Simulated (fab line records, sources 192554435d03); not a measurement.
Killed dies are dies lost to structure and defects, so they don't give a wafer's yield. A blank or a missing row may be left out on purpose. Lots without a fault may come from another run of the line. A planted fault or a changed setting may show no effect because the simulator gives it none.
fab line records | flow n5_finfet
record lots=11 wafers=32 last_day=19
route steps=1938 shown BEOL_M0_SAQP@649 BEOL_M4@1111 PASSIVATION@1936
lots that met no fault: from a run of the same line without faults
start_h: hours from the record's first day to the start of the lot's first wafer shown | wait_h: hours since the lot's step before | " the same as in the row above | L1.1+2: a row that stands for several wafers | - no value, or no start given | * or withheld: withheld | < > ~ a bound
route shown NAME@n: a module of which the file shows steps, and the number in the route of the first | usual: mean/standard deviation of fault-free wafers | same: alike in all rows | chamber/n: place in a boat | sites: the reading at each site | _std_site: their standard deviation | _edge_site: outer sites' mean less inner sites' | radius_mm: how far each site lies from the wafer's centre | mask NAME#n: copy n | behind: the tool/chamber that last shaped the wafer | hold: why the lot was held/for how many hours/how that ended | device: the transistor (n, p or np) that didn't switch | end of line: the same wafers' tests at the end of the route | a step without rows: its recipe alone | killed: dies lost to structure and defects at the first sort, not the wafer's yield | map: a wafer's dies, x killed, . not, _ none there
set.NAME: the setting as run; set.NAME@STEP: as run at that earlier step | model.NAME: the simulator's own value behind a step, which no gauge read
steps of the route over a sample of lots; a table a step, a row a wafer
services: from which hour (start_h, from the record's first day; less than 0 if before it) a tool's chamber was out of use, for how many hours, and why
## steps
# step N5_BEOL_M0_SAQP_CD_MEAS_14
# recipe target_cd_nm=42.5 landing_energy_ev=500 detector=se_inlens
# usual cd_nm=42.7/0.46
# columns lot.wafer tool chamber start_h wait_h cd_nm
L810.1 cd_sem-02 0 137.70 - 42.7
L810.3 " 0 " " 42.6
L810.5 " 0 " " 42.4
L813.1 cd_sem-03 0 137.92 - 42.8
L813.2 " 0 " " 42.9
L813.6 " 0 " " 42.6
L822.1 cd_sem-01 0 191.85 - 43.0
L822.3 " 0 " " 43.0
L822.5 " 0 " " 43.2
L823.2 cd_sem-03 0 201.40 - 42.9
L823.3 " 0 " " 42.9
L823.6 " 0 " " 42.5
L824.3 cd_sem-01 0 206.37 - 43.1
L824.4 " 0 " " 42.3
L824.6 " 0 " " 42.9
L825.1 cd_sem-02 0 208.92 - 42.8
L825.4 " 0 " " 43.3
L825.6 " 0 " " 43.6
L828.1 cd_sem-03 0 226.76 - 42.1
L828.4 " 0 " " 43.0
L828.5 " 0 " " 43.6
L829.2 cd_sem-03 0 232.51 - 43.2
L829.5 " 0 " " 42.9
L829.6 " 0 " " 42.9
L830.1 cd_sem-03 0 235.21 - 42.9
L830.3 " 0 " " 43.1
L830.4 " 0 " " 42.5
L831.4 cd_sem-03 0 239.82 - 42.3
L831.5 " 0 " " 41.9
L832.1 cd_sem-01 0 247.81 - 42.8
L832.2 " 0 " " 42.6
L832.5 " 0 " " 43.0
# step N5_BEOL_M0_SAQP_SPACER1_ALD_98
# recipe material=SiO2 target_thk_a=128 temp_c=300 ald_precursor_family=BDEAS ald_co_reactant=O2-plasma pulse_time_s=1 purge_time_s=2 co_reactant_purge_time_s=2 ald_cycles=138 pressure_torr=2
# usual heater_power_w=487/41 precursor_pulse_height_rel=0.998/0.02
# same co_reactant_purge_time_s=2
# columns lot.wafer tool chamber start_h wait_h heater_power_w precursor_pulse_height_rel
L810.1 ald_sin-03 0 138.81 0.3 539 1.027
L810.3 " 3 " " 456 1.024
L810.5 " 2 " " 532 1.007
L813.1 ald_sin-02 3 139.29 0.3 500 1.001
L813.2 " 1 " " 561 1.020
L813.6 " 3 " " 493 1.004
L822.1 ald_sin-02 0 195.41 2.8 425 0.998
L822.3 " 2 " " 430 1.010
L822.5 " 3 " " 496 1.011
L823.2 ald_sin-02 0 202.37 0.3 435 1.009
L823.3 " 3 " " 503 0.983
L823.6 " 2 " " 433 1.000
L824.3 ald_sin-03 2 207.80 0.6 519 0.962
L824.4 " 3 " " 461 0.991
L824.6 " 1 " " 438 1.020
L825.1 ald_sin-03 3 209.93 0.3 449 0.985
L825.4 " 1 " " 430 1.020
L825.6 " 0 " " 546 0.999
L828.1 ald_sin-04 0 227.77 0.3 479 0.991
L828.4 " 1 " " 487 0.994
L828.5 " 0 " " 484 0.985
L829.2 ald_sin-04 0 233.48 0.3 487 1.000
L829.5 " 2 " " 517 0.994
L829.6 " 0 " " 476 0.986
L830.1 ald_sin-04 1 238.83 2.8 485 1.000
L830.3 " 2 " " 520 0.972
L830.4 " 0 " " 474 0.977
L831.4 ald_sin-03 0 240.80 0.1 543 1.031
L831.5 " 0 " " 541 0.994
L832.1 ald_sin-02 0 248.85 0.3 418 1.013
L832.2 " 2 " " 441 1.005
L832.5 " 0 " " 417 1.009
# step N5_BEOL_M0_SAQP_RECESS_104
# recipe chemistry=HF/NH3 target=SiO2 target_depth_a=180 afs_cycles=3 temp_c=30 sublimation_temp_c=180 sublimation_time_s=60
# usual afs_cycles=3/0 drypump_motor_current_A=6.27/0.26 temp_c=30.00/0.11
# columns lot.wafer tool chamber start_h wait_h afs_cycles drypump_motor_current_A temp_c
L810.1 vapor_etch-02 0 139.76 0.1 3 6.20 30.01
L810.3 " 0 " " 3 6.23 30.04
L810.5 " 0 " " 3 6.23 29.89
L813.1 vapor_etch-02 0 140.40 0.1 3 6.23 29.98
L813.2 " 1 " " 3 6.42 29.82
L813.6 " 0 " " 3 6.24 29.84
L822.1 vapor_etch-02 0 196.34 0.1 - - -
L822.3 " 1 " " - - -
L822.5 " 1 " " - - -
L823.2 vapor_etch-02 1 203.40 0.1 - - -
L823.3 " 0 " " - - -
L823.6 " 1 " " - - -
L824.3 vapor_etch-02 0 209.06 0.4 - - -
L824.4 " 1 " " - - -
L824.6 " 1 " " - - -
L825.1 vapor_etch-02 0 210.87 0.1 3 6.23 29.96
L825.4 " 0 " " 3 6.21 30.09
L825.6 " 0 " " 3 6.21 30.15
L828.1 vapor_etch-02 1 228.71 0.1 3 6.44 30.02
L828.4 " 0 " " 3 6.22 29.97
L828.5 " 1 " " 3 6.45 30.04
L829.2 vapor_etch-01 1 234.84 0.1 3 5.57 30.01
L829.5 " 0 " " 3 6.53 30.02
L829.6 " 1 " " 3 5.59 29.78
L830.1 vapor_etch-02 1 239.84 0.1 3 6.44 30.00
L830.3 " 1 " " 3 6.42 29.95
L830.4 " 0 " " 3 6.21 30.09
L831.4 vapor_etch-02 1 241.86 0.2 3 6.41 29.99
L831.5 " 0 " " 3 6.27 29.74
L832.1 vapor_etch-02 0 249.79 0.1 3 6.17 30.00
L832.2 " 1 " " 3 6.44 30.21
L832.5 " 1 " " 3 6.39 30.05
# step N5_BEOL_M0_SAQP_RECESS_109
# recipe chemistry=HF/NH3 target=SiO2 target_depth_a=30 afs_cycles=1 temp_c=30 sublimation_temp_c=180 sublimation_time_s=60
# usual drypump_motor_current_A=6.2/0.33 temp_c=30.00/0.11
# same afs_cycles=1
# columns lot.wafer tool chamber start_h wait_h drypump_motor_current_A temp_c
L810.1 vapor_etch-01 1 140.46 0.1 5.6 29.98
L810.3 " 0 " " 6.5 30.14
L810.5 " 0 " " 6.5 30.09
L813.1 vapor_etch-01 1 141.01 0.0 5.6 29.93
L813.2 " 0 " " 6.5 29.90
L813.6 " 0 " " 6.5 29.96
L822.1 vapor_etch-02 0 197.00 0.0 6.2 30.01
L822.3 " 1 " " 6.4 30.09
L822.5 " 0 " " 6.1 29.95
L823.2 vapor_etch-02 1 204.00 0.0 6.4 30.10
L823.3 " 0 " " 6.2 29.95
L823.6 " 1 " " 6.4 30.22
L824.3 vapor_etch-02 1 209.59 0.1 6.4 30.07
L824.4 " 0 " " 6.2 30.05
L824.6 " 0 " " 6.3 30.12
L825.1 vapor_etch-02 1 211.49 0.0 6.4 29.91
L825.4 " 0 " " 6.2 29.99
L825.6 " 0 " " 6.2 30.08
L828.1 vapor_etch-02 1 229.32 0.0 6.4 29.95
L828.4 " 1 " " 6.4 29.92
L828.5 " 0 " " 6.2 29.95
L829.2 vapor_etch-02 1 235.45 0.0 6.4 29.96
L829.5 " 0 " " 6.2 30.06
L829.6 " 1 " " 6.4 30.01
L830.1 vapor_etch-01 0 240.78 0.4 6.5 30.03
L830.3 " 0 " " 6.5 30.00
L830.4 " 1 " " 5.6 30.08
L831.4 vapor_etch-01 1 242.39 0.1 5.6 29.75
L831.5 " 1 " " 5.6 29.87
L832.1 vapor_etch-02 1 250.40 0.0 6.4 30.05
L832.2 " 0 " " 6.2 30.08
L832.5 " 1 " " 6.4 30.24
# step N5_BEOL_M4_RC_MEAS_101
# usual DIBL_N=36.6/2.1 DIBL_P=36.5/2.7 IOFF_N=0.17/0.043 IOFF_P=0.22/0.045 ION_N=674/17 ION_P=461/9.9 SS_N=71.7/0.79 SS_P=73.4/0.79 VT_N=249/4 VT_P=-250/3.3
# columns lot.wafer tool chamber start_h wait_h DIBL_N[mV/V] DIBL_P[mV/V] IOFF_N[nA/um] IOFF_P[nA/um] ION_N[uA/um] ION_P[uA/um] SS_N[mV/dec] SS_P[mV/dec] VT_N[mV] VT_P[mV]
L810.1 prober-02 0 191.81 0.0 37.2 35.6 0.18 0.23 672 466 71.4 73.3 247 -248
L810.3 " 0 " " 31.8 30.3 0.10 0.16 658 458 69.4 72.2 253 -252
L810.5 " 0 " " 34.4 34.2 0.14 0.21 681 475 70.2 73.3 250 -249
L813.1 prober-01 0 194.77 0.0 39.7 39.8 0.19 0.27 657 452 71.8 75.0 249 -248
L813.2 " 0 " " 36.1 32.2 0.13 0.15 644 439 70.9 72.2 254 -255
L813.6 " 0 " " 35.1 33.3 0.12 0.17 645 449 70.6 72.6 254 -255
L825.1 prober-02 0 274.00 0.0 37.2 38.4 0.15 0.22 660 455 72.0 73.3 252 -249
L825.4 " 0 " " 39.3 40.1 0.21 0.26 677 462 72.3 73.8 245 -247
L825.6 " 0 " " 35.4 35.7 0.14 0.18 668 460 71.1 72.7 248 -250
L828.1 prober-01 0 282.81 0.0 37.2 37.7 0.18 0.24 699 478 72.0 73.5 247 -246
L828.4 " 0 " " 36.0 36.6 0.17 0.23 678 465 71.1 73.3 246 -247
L828.5 " 0 " " 37.9 38.2 0.19 0.24 664 456 72.0 73.2 245 -249
L829.2 prober-02 0 284.37 0.2 35.6 35.6 0.15 0.19 665 447 71.4 73.5 252 -254
L829.5 " 0 " " 35.8 36.1 0.16 0.19 681 456 71.3 73.6 250 -254
L829.6 " 0 " " 37.1 37.1 0.19 0.22 673 449 72.3 73.9 246 -253
L830.1 prober-02 0 314.36 0.0 36.5 38.2 0.16 0.23 661 455 71.5 74.0 251 -251
L830.3 " 0 " " 40.9 43.3 0.30 0.37 712 483 72.4 75.4 240 -245
L830.4 " 0 " " 36.9 38.2 0.18 0.23 682 462 71.4 74.2 247 -251
L832.1 prober-02 0 320.30 0.0 38.0 35.3 0.19 0.20 693 467 72.9 73.4 246 -252
L832.2 " 0 " " 37.7 35.8 0.16 0.20 654 445 71.8 73.4 251 -252
L832.5 " 0 " " 35.5 33.8 0.14 0.17 680 472 71.3 73.6 251 -252
L831.4 prober-02 0 340.96 0.5 34.8 32.7 0.12 0.14 672 456 70.9 72.0 254 -254
L831.5 " 0 " " 33.9 32.3 0.10 0.14 645 446 70.4 72.4 257 -256
# step N5_PASSIVATION_PROBE_49
# usual defect_limited_yield=91.5/1.7 killed_at_M0_to_M3=33/11 killed_at_M4_up=13/5.2 killed_at_contacts=11/5.7 killed_at_front_end=39/11 killed_at_other=4/3 killed_dies=101/20 killed_on_rim=13/4.1 killed_open=66/15 killed_short=33/8.4 sort_bin_4_leakage=0.01/0.073 sort_bin_5_function=5.0/1.1 sort_bin_6_memory=3.2/0.69 sort_bin_8_speed=0.1/0.52 sort_n_pass=1078/20 sort_yield_pct=91.4/1.7
# same gross_dies=1180 killed_at_back_side=0
# columns lot.wafer tool chamber start_h wait_h defect_limited_yield[%] killed_at_M0_to_M3 killed_at_M4_up killed_at_contacts killed_at_front_end killed_at_other killed_dies killed_on_rim killed_open killed_short sort_bin_4_leakage[%] sort_bin_5_function[%] sort_bin_6_memory[%] sort_bin_8_speed[%] sort_n_pass sort_yield_pct[%]
L823.2 prober-01 - 354.15 0.1 0 1087 20 13 57 3 1180 152 86 40 0 95.5 4.0 0 0 0
L823.3 prober-01 - 354.20 0.1 0 1113 9 21 32 5 1180 152 62 37 0 96.0 3.8 0 0 0
L823.6 prober-01 - 354.35 0.3 0 1117 12 15 32 4 1180 152 60 48 0 96.4 3.3 0 0 0
L822.1 prober-02 - 371.46 0.0 0 1126 3 8 38 5 1180 152 57 26 0 96.9 3.0 0 0 0
L822.3 prober-02 - 371.56 0.1 0 1122 5 8 44 1 1180 152 53 25 0 97.2 2.5 0 0 0
L822.5 prober-02 - 371.66 0.2 0 1130 7 5 36 2 1180 152 52 24 0 96.9 2.9 0 0 0
L824.3 prober-01 - 372.64 0.1 0 1109 18 4 43 6 1180 152 71 40 0 95.3 4.2 0 0 0
L824.4 prober-01 - 372.69 0.2 0 1124 15 4 33 4 1180 152 65 30 0 97.2 2.7 0 0 0
L824.6 prober-01 - 372.79 0.3 0 1097 14 11 46 12 1180 152 65 52 0 95.9 3.4 0 0 0
# killed by level:class
L823.2 BEOL_M0_SAQP:area_recess=1052 STI_FIN_REVEAL:geometric_particle:open=21 BEOL_M4:geometric_particle:open=11 MOL_CONTACT_COAG:geometric_particle:open=9 BEOL_M2:geometric_particle:open=9 BEOL_M0_SAQP:geometric_particle:open=8 STI_FIN_REVEAL:geometric_particle:short=7 BEOL_M1:geometric_particle:open=6
L823.3 BEOL_M0_SAQP:area_recess=1081 MOL_CONTACT_COAG:geometric_particle:open=16 STI_FIN_REVEAL:geometric_particle:open=9 GATE_CUT:geometric_particle:short=9 BEOL_M3:geometric_particle:open=8 MOL_CONTACT_COAG:geometric_particle:short=5 BEOL_M0_SAQP:geometric_particle:short=5 BEOL_M0_SAQP:geometric_particle:open=5
L823.6 BEOL_M0_SAQP:area_recess=1071 MOL_CONTACT_COAG:geometric_particle:open=12 BEOL_M2:geometric_particle:short=9 FIN_SAQP:geometric_particle:short=8 BEOL_M0_SAQP:geometric_particle:short=8 BEOL_M0_SAQP:geometric_particle:open=7 BEOL_M3:geometric_particle:open=7 BEOL_M2:geometric_particle:open=5
L822.1 BEOL_M0_SAQP:area_recess=1097 BEOL_M0_SAQP:geometric_particle:open=12 STI_FIN_REVEAL:geometric_particle:open=11 MOL_CONTACT_COAG:geometric_particle:open=7 BEOL_M3:geometric_particle:open=7 GATE_CUT:geometric_particle:short=4 FIN_SAQP:geometric_particle:short=3 STI_FIN_REVEAL:geometric_particle:short=3
L822.3 BEOL_M0_SAQP:area_recess=1102 STI_FIN_REVEAL:geometric_particle:open=19 MOL_CONTACT_COAG:geometric_particle:open=7 BEOL_M3:geometric_particle:open=5 FIN_SAQP:geometric_particle:short=4 BEOL_M1:geometric_particle:open=4 STI_FIN_REVEAL:geometric_particle:short=3 ILD0:geometric_particle:open=3
L822.5 BEOL_M0_SAQP:area_recess=1104 STI_FIN_REVEAL:geometric_particle:open=11 FIN_SAQP:geometric_particle:open=8 BEOL_M0_SAQP:geometric_particle:open=7 STI_FIN_REVEAL:geometric_particle:short=5 BEOL_M1:geometric_particle:open=5 BEOL_M0_SAQP:geometric_particle:short=4 MOL_CONTACT_COAG:geometric_particle:open=4
L824.3 BEOL_M0_SAQP:area_recess=1069 BEOL_M0_SAQP:geometric_particle:short=15 STI_FIN_REVEAL:geometric_particle:open=11 FIN_SAQP:geometric_particle:open=9 BEOL_M0_SAQP:geometric_particle:open=9 BEOL_M5:geometric_particle:open=8 FIN_SAQP:geometric_particle:short=6 BEOL_M2:geometric_particle:open=6
L824.4 BEOL_M0_SAQP:area_recess=1085 BEOL_M0_SAQP:geometric_particle:short=12 STI_FIN_REVEAL:geometric_particle:open=11 BEOL_M0_SAQP:geometric_particle:open=11 BEOL_M4:geometric_particle:open=7 BEOL_M2:geometric_particle:open=7 GATE_CUT:geometric_particle:open=5 MOL_CONTACT_COAG:geometric_particle:open=4
L824.6 BEOL_M0_SAQP:area_recess=1063 BEOL_M0_SAQP:geometric_particle:short=14 BEOL_M0_SAQP:geometric_particle:open=10 DUMMY_GATE:geometric_particle:open=8 MOL_CONTACT_COAG:geometric_particle:open=8 BEOL_M4:geometric_particle:open=6 FIN_SAQP:geometric_particle:short=5 DUMMY_GATE:geometric_particle:short=5
## services
# columns tool chamber start_h hours kind
ald_sin-03 3 150.42 5.6 repair
ald_sin-04 2 164.94 4.4 repair
ald_sin-03 0 168.46 15.3 repair
ald_sin-02 0 176.86 13.6 repair
vapor_etch-02 - 219.72 0.2 repair
ald_sin-04 3 221.86 24.5 repair
ald_sin-03 2 226.12 7.1 repair
ald_sin-02 1 226.49 5.0 repair
ald_sin-02 - 236.11 2.8 pm
## key
first_sign step=N5_BEOL_M0_SAQP_RECESS_104 reading=tool_record direction=missing
effect step=N5_PASSIVATION_PROBE_49 reading=killed_at_M0_to_M3 direction=up sigmas=99+ usual=33 struck=1114
more_kills_born_at N5_BEOL_M0_SAQP_RECESS_104@vapor_etch-02=9724
met_at N5_BEOL_M0_SAQP_RECESS_104
struck_lots L822,L823,L824
later_rows_left_out L822.1,L822.3,L822.5,L823.2,L823.3,L823.6,L824.3,L824.4,L824.6
not_acting_at N5_BEOL_M0_SAQP_CD_MEAS_14,N5_BEOL_M0_SAQP_SPACER1_ALD_98,N5_BEOL_M0_SAQP_RECESS_109
onset_between 140.40 196.34
fault kind=skipped_step_whole tool=vapor_etch-02 chamber=- onset_h=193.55 steps=N5_BEOL_M0_SAQP_RECESS_104 scope=struck_lots_only
# later_rows_left_out: the simulator's readings of these wafers behind a module that went badly wrong aren't trusted and aren't shown, but for the sort
